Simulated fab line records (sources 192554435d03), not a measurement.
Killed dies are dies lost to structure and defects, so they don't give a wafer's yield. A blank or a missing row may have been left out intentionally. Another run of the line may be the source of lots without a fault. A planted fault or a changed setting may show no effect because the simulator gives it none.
Which tool is to blame? :: flow n5 finfet :: 24 lots, 72 wafers sampled, at 4 steps of a route of 1938

WHAT EACH GAUGE READ, for each wafer
N5_BEOL_M2_THK_MEAS_53: measures by xrf.
lot: L074
measured: day 6 18:22
on: film metro-02
M2_THK (nm): 36.9 39.7 39.0

lot: L076
measured: day 7 08:10
on: film metro-02
M2_THK (nm): 42.0 40.2 40.5

lot: L075
measured: day 7 09:37
on: film metro-02
M2_THK (nm): 39.0 40.8 43.0

lot: L077
measured: day 7 15:49
on: film metro-02
M2_THK (nm): 41.2 39.4 41.9

lot: L078
measured: day 8 01:27
on: film metro-01
M2_THK (nm): 40.7 38.0 39.6

lot: L079
measured: day 8 01:43
on: film metro-01
M2_THK (nm): 43.1 40.2 42.7

lot: L080
measured: day 8 09:13
on: film metro-02
M2_THK (nm): 39.8 40.6 42.6

lot: L081
measured: day 8 14:37
on: film metro-02
M2_THK (nm): 37.6 42.6 39.7

lot: L082
measured: day 8 16:15
on: film metro-01
M2_THK (nm): 38.4 40.6 40.3

lot: L083
measured: day 9 04:35
on: film metro-01
M2_THK (nm): 38.0 38.5 38.7

lot: L084
measured: day 9 05:20
on: film metro-02
M2_THK (nm): 40.4 39.1 40.9

lot: L085
measured: day 9 18:53
on: film metro-02
M2_THK (nm): 46.1 37.5 43.8

lot: L086
measured: day 10 00:40
on: film metro-02
M2_THK (nm): 41.3 38.6 41.8

lot: L087
measured: day 10 07:21
on: film metro-02
M2_THK (nm): 43.1 37.7 37.6

lot: L088
measured: day 10 08:54
on: film metro-01
M2_THK (nm): 40.1 41.0 36.2

lot: L089
measured: day 10 15:25
on: film metro-02
M2_THK (nm): 36.7 38.9 42.9

lot: L090
measured: day 10 22:25
on: film metro-02
M2_THK (nm): 39.9 38.9 38.8

lot: L091
measured: day 11 01:28
on: film metro-01
M2_THK (nm): 37.5 40.2 40.3

lot: L092
measured: day 11 04:43
on: film metro-01
M2_THK (nm): 37.4 43.3 37.6

lot: L093
measured: day 11 11:40
on: film metro-02
M2_THK (nm): 37.6 41.2 44.9

lot: L094
measured: day 12 05:32
on: film metro-02
M2_THK (nm): 39.5 38.3 38.2

lot: L095
measured: day 12 10:37
on: film metro-02
M2_THK (nm): 39.6 36.6 41.5

lot: L097
measured: day 12 15:29
on: film metro-02
M2_THK (nm): 40.8 40.3 41.4

lot: L096
measured: day 12 19:01
on: film metro-02
M2_THK (nm): 38.5 41.3 40.8

WHICH TOOL RAN EACH LOT (tool, then ch and the chambers of the sampled wafers, then the start)
lot: L074
N5_BEOL_M2_SPUTTER_48: pvd sputter-03, day 6 15:38
N5_BEOL_M2_SPUTTER_81: pvd sputter-03, day 6 16:04
N5_BEOL_M2_ANNEAL_95: pvd sputter-03, day 6 17:15

lot: L076
N5_BEOL_M2_SPUTTER_48: pvd sputter-01, day 7 05:37
N5_BEOL_M2_SPUTTER_81: pvd sputter-01, day 7 06:04
N5_BEOL_M2_ANNEAL_95: pvd sputter-01, day 7 07:14

lot: L075
N5_BEOL_M2_SPUTTER_48: pvd sputter-03, day 7 06:52
N5_BEOL_M2_SPUTTER_81: pvd sputter-03, day 7 07:18
N5_BEOL_M2_ANNEAL_95: pvd sputter-03, day 7 08:29

lot: L077
N5_BEOL_M2_SPUTTER_48: pvd sputter-03, day 7 13:16
N5_BEOL_M2_SPUTTER_81: pvd sputter-03, day 7 13:42
N5_BEOL_M2_ANNEAL_95: pvd sputter-03, day 7 14:53

lot: L078
N5_BEOL_M2_SPUTTER_48: pvd sputter-02, day 7 22:54
N5_BEOL_M2_SPUTTER_81: pvd sputter-02, day 7 23:20
N5_BEOL_M2_ANNEAL_95: pvd sputter-02, day 8 00:31

lot: L079
N5_BEOL_M2_SPUTTER_48: pvd sputter-01, day 7 23:07
N5_BEOL_M2_SPUTTER_81: pvd sputter-01, day 7 23:34
N5_BEOL_M2_ANNEAL_95: pvd sputter-01, day 8 00:44

lot: L080
N5_BEOL_M2_SPUTTER_48: pvd sputter-03, day 8 06:40
N5_BEOL_M2_SPUTTER_81: pvd sputter-03, day 8 07:07
N5_BEOL_M2_ANNEAL_95: pvd sputter-03, day 8 08:17

lot: L081
N5_BEOL_M2_SPUTTER_48: pvd sputter-02, day 8 12:04
N5_BEOL_M2_SPUTTER_81: pvd sputter-02, day 8 12:31
N5_BEOL_M2_ANNEAL_95: pvd sputter-02, day 8 13:41

lot: L082
N5_BEOL_M2_SPUTTER_48: pvd sputter-01, day 8 13:34
N5_BEOL_M2_SPUTTER_81: pvd sputter-01, day 8 14:00
N5_BEOL_M2_ANNEAL_95: pvd sputter-01, day 8 15:11

lot: L083
N5_BEOL_M2_SPUTTER_48: pvd sputter-01, day 9 02:02
N5_BEOL_M2_SPUTTER_81: pvd sputter-01, day 9 02:29
N5_BEOL_M2_ANNEAL_95: pvd sputter-01, day 9 03:40

lot: L084
N5_BEOL_M2_SPUTTER_48: pvd sputter-02, day 9 02:47
N5_BEOL_M2_SPUTTER_81: pvd sputter-02, day 9 03:14
N5_BEOL_M2_ANNEAL_95: pvd sputter-02, day 9 04:25

lot: L085
N5_BEOL_M2_SPUTTER_48: pvd sputter-03, day 9 16:19
N5_BEOL_M2_SPUTTER_81: pvd sputter-03, day 9 16:46
N5_BEOL_M2_ANNEAL_95: pvd sputter-03, day 9 17:56

lot: L086
N5_BEOL_M2_SPUTTER_48: pvd sputter-02, day 9 22:08
N5_BEOL_M2_SPUTTER_81: pvd sputter-02, day 9 22:34
N5_BEOL_M2_ANNEAL_95: pvd sputter-02, day 9 23:45

lot: L087
N5_BEOL_M2_SPUTTER_48: pvd sputter-02, day 10 04:49
N5_BEOL_M2_SPUTTER_81: pvd sputter-02, day 10 05:15
N5_BEOL_M2_ANNEAL_95: pvd sputter-02, day 10 06:26

lot: L088
N5_BEOL_M2_SPUTTER_48: pvd sputter-03, day 10 05:29
N5_BEOL_M2_SPUTTER_81: pvd sputter-03, day 10 05:55
N5_BEOL_M2_ANNEAL_95: pvd sputter-03, day 10 07:06

lot: L089
N5_BEOL_M2_SPUTTER_48: pvd sputter-01, day 10 12:52
N5_BEOL_M2_SPUTTER_81: pvd sputter-01, day 10 13:18
N5_BEOL_M2_ANNEAL_95: pvd sputter-01, day 10 14:29

lot: L090
N5_BEOL_M2_SPUTTER_48: pvd sputter-01, day 10 19:51
N5_BEOL_M2_SPUTTER_81: pvd sputter-01, day 10 20:17
N5_BEOL_M2_ANNEAL_95: pvd sputter-01, day 10 21:28

lot: L091
N5_BEOL_M2_SPUTTER_48: pvd sputter-03, day 10 22:55
N5_BEOL_M2_SPUTTER_81: pvd sputter-03, day 10 23:22
N5_BEOL_M2_ANNEAL_95: pvd sputter-03, day 11 00:32

lot: L092
N5_BEOL_M2_SPUTTER_48: pvd sputter-01, day 11 01:55
N5_BEOL_M2_SPUTTER_81: pvd sputter-01, day 11 02:21
N5_BEOL_M2_ANNEAL_95: pvd sputter-01, day 11 03:32

lot: L093
N5_BEOL_M2_SPUTTER_48: pvd sputter-02, day 11 09:08
N5_BEOL_M2_SPUTTER_81: pvd sputter-02, day 11 09:34
N5_BEOL_M2_ANNEAL_95: pvd sputter-02, day 11 10:45

lot: L094
N5_BEOL_M2_SPUTTER_48: pvd sputter-02, day 12 02:59
N5_BEOL_M2_SPUTTER_81: pvd sputter-02, day 12 03:25
N5_BEOL_M2_ANNEAL_95: pvd sputter-02, day 12 04:36

lot: L095
N5_BEOL_M2_SPUTTER_48: pvd sputter-02, day 12 08:04
N5_BEOL_M2_SPUTTER_81: pvd sputter-02, day 12 08:30
N5_BEOL_M2_ANNEAL_95: pvd sputter-02, day 12 09:41

lot: L097
N5_BEOL_M2_SPUTTER_48: pvd sputter-02, day 12 12:56
N5_BEOL_M2_SPUTTER_81: pvd sputter-02, day 12 13:23
N5_BEOL_M2_ANNEAL_95: pvd sputter-02, day 12 14:34

lot: L096
N5_BEOL_M2_SPUTTER_48: pvd sputter-02, day 12 16:28
N5_BEOL_M2_SPUTTER_81: pvd sputter-02, day 12 16:54
N5_BEOL_M2_ANNEAL_95: pvd sputter-02, day 12 18:05
- N5_BEOL_M2_SPUTTER_48: material Cu, target thk 4.5 nm, time 8.29 s.
- N5_BEOL_M2_SPUTTER_81: material Cu, target thk 4.5 nm, time 8.29 s.
- N5_BEOL_M2_ANNEAL_95: time 240 s.

WHAT THE TOOLS THEMSELVES READ (means of the sampled wafers that have a number; where no wafer has one, the mark that the record gives instead)
N5_BEOL_M2_SPUTTER_48.
lot: L074
tool: pvd sputter-03
throttle valve pct (%): 29.4

lot: L076
tool: pvd sputter-01
throttle valve pct (%): 29.7

lot: L075
tool: pvd sputter-03
throttle valve pct (%): 28.4

lot: L077
tool: pvd sputter-03
throttle valve pct (%): 29.0

lot: L078
tool: pvd sputter-02
throttle valve pct (%): 30.1

lot: L079
tool: pvd sputter-01
throttle valve pct (%): 30.1

lot: L080
tool: pvd sputter-03
throttle valve pct (%): 29.3

lot: L081
tool: pvd sputter-02
throttle valve pct (%): 29.5

lot: L082
tool: pvd sputter-01
throttle valve pct (%): 30.4

lot: L083
tool: pvd sputter-01
throttle valve pct (%): 30.2

lot: L084
tool: pvd sputter-02
throttle valve pct (%): 29.8

lot: L085
tool: pvd sputter-03
throttle valve pct (%): 29.1

lot: L086
tool: pvd sputter-02
throttle valve pct (%): 30.2

lot: L087
tool: pvd sputter-02
throttle valve pct (%): 29.5

lot: L088
tool: pvd sputter-03
throttle valve pct (%): 28.3

lot: L089
tool: pvd sputter-01
throttle valve pct (%): 30.3

lot: L090
tool: pvd sputter-01
throttle valve pct (%): 30.0

lot: L091
tool: pvd sputter-03
throttle valve pct (%): 30.0

lot: L092
tool: pvd sputter-01
throttle valve pct (%): 29.7

lot: L093
tool: pvd sputter-02
throttle valve pct (%): 30.4

lot: L094
tool: pvd sputter-02
throttle valve pct (%): 30.0

lot: L095
tool: pvd sputter-02
throttle valve pct (%): 29.9

lot: L097
tool: pvd sputter-02
throttle valve pct (%): 29.8

lot: L096
tool: pvd sputter-02
throttle valve pct (%): 29.0

N5_BEOL_M2_SPUTTER_81.
lot: L074
tool: pvd sputter-03
throttle valve pct (%): 29.3

lot: L076
tool: pvd sputter-01
throttle valve pct (%): 29.5

lot: L075
tool: pvd sputter-03
throttle valve pct (%): 28.3

lot: L077
tool: pvd sputter-03
throttle valve pct (%): 28.9

lot: L078
tool: pvd sputter-02
throttle valve pct (%): 30.0

lot: L079
tool: pvd sputter-01
throttle valve pct (%): 30.0

lot: L080
tool: pvd sputter-03
throttle valve pct (%): 29.2

lot: L081
tool: pvd sputter-02
throttle valve pct (%): 29.5

lot: L082
tool: pvd sputter-01
throttle valve pct (%): 30.5

lot: L083
tool: pvd sputter-01
throttle valve pct (%): 30.3

lot: L084
tool: pvd sputter-02
throttle valve pct (%): 29.9

lot: L085
tool: pvd sputter-03
throttle valve pct (%): 29.2

lot: L086
tool: pvd sputter-02
throttle valve pct (%): 30.4

lot: L087
tool: pvd sputter-02
throttle valve pct (%): 29.4

lot: L088
tool: pvd sputter-03
throttle valve pct (%): 28.3

lot: L089
tool: pvd sputter-01
throttle valve pct (%): 30.4

lot: L090
tool: pvd sputter-01
throttle valve pct (%): 30.0

lot: L091
tool: pvd sputter-03
throttle valve pct (%): 30.1

lot: L092
tool: pvd sputter-01
throttle valve pct (%): 29.7

lot: L093
tool: pvd sputter-02
throttle valve pct (%): 30.4

lot: L094
tool: pvd sputter-02
throttle valve pct (%): 29.7

lot: L095
tool: pvd sputter-02
throttle valve pct (%): 29.8

lot: L097
tool: pvd sputter-02
throttle valve pct (%): 29.9

lot: L096
tool: pvd sputter-02
throttle valve pct (%): 29.1

N5_BEOL_M2_ANNEAL_95.
lot: L074
tool: pvd sputter-03
heater power w (W): 887

lot: L076
tool: pvd sputter-01
heater power w (W): 826

lot: L075
tool: pvd sputter-03
heater power w (W): 947

lot: L077
tool: pvd sputter-03
heater power w (W): 883

lot: L078
tool: pvd sputter-02
heater power w (W): 706

lot: L079
tool: pvd sputter-01
heater power w (W): 796

lot: L080
tool: pvd sputter-03
heater power w (W): 889

lot: L081
tool: pvd sputter-02
heater power w (W): 758

lot: L082
tool: pvd sputter-01
heater power w (W): 738

lot: L083
tool: pvd sputter-01
heater power w (W): 795

lot: L084
tool: pvd sputter-02
heater power w (W): 701

lot: L085
tool: pvd sputter-03
heater power w (W): 919

lot: L086
tool: pvd sputter-02
heater power w (W): 718

lot: L087
tool: pvd sputter-02
heater power w (W): 709

lot: L088
tool: pvd sputter-03
heater power w (W): 962

lot: L089
tool: pvd sputter-01
heater power w (W): 732

lot: L090
tool: pvd sputter-01
heater power w (W): 787

lot: L091
tool: pvd sputter-03
heater power w (W): 784

lot: L092
tool: pvd sputter-01
heater power w (W): 852

lot: L093
tool: pvd sputter-02
heater power w (W): 767

lot: L094
tool: pvd sputter-02
heater power w (W): 706

lot: L095
tool: pvd sputter-02
heater power w (W): 705

lot: L097
tool: pvd sputter-02
heater power w (W): 714

lot: L096
tool: pvd sputter-02
heater power w (W): 828

THE ANSWER, worked out from the rows above alone
Rule: usual is defined by the lots themselves. Put in order of their means at a reading, lots are off if they are a third of the lots or fewer, leave a main group of 4 or more, and stand apart from it by a gap of 3 or more times the standard deviation of the main group's means; of several such gaps the widest counts. A main group whose means are all the same, to the digits that the tables above print for the reading, isn't used. Also off: a lot with no number at a reading for which 4 or more lots have one. Where the step has rows for the other lots, those lots are counted as sound. After the gauges, taken in route order, come the tools' own readings; for these a lot's mean is taken, as printed above. The first step at which some lot is off is used, and at that step the reading that is off furthest; a lot without a number counts as furthest.
Nothing can be told from this: no lot is off at any reading shown.

WHAT THE SIMULATOR PUT IN
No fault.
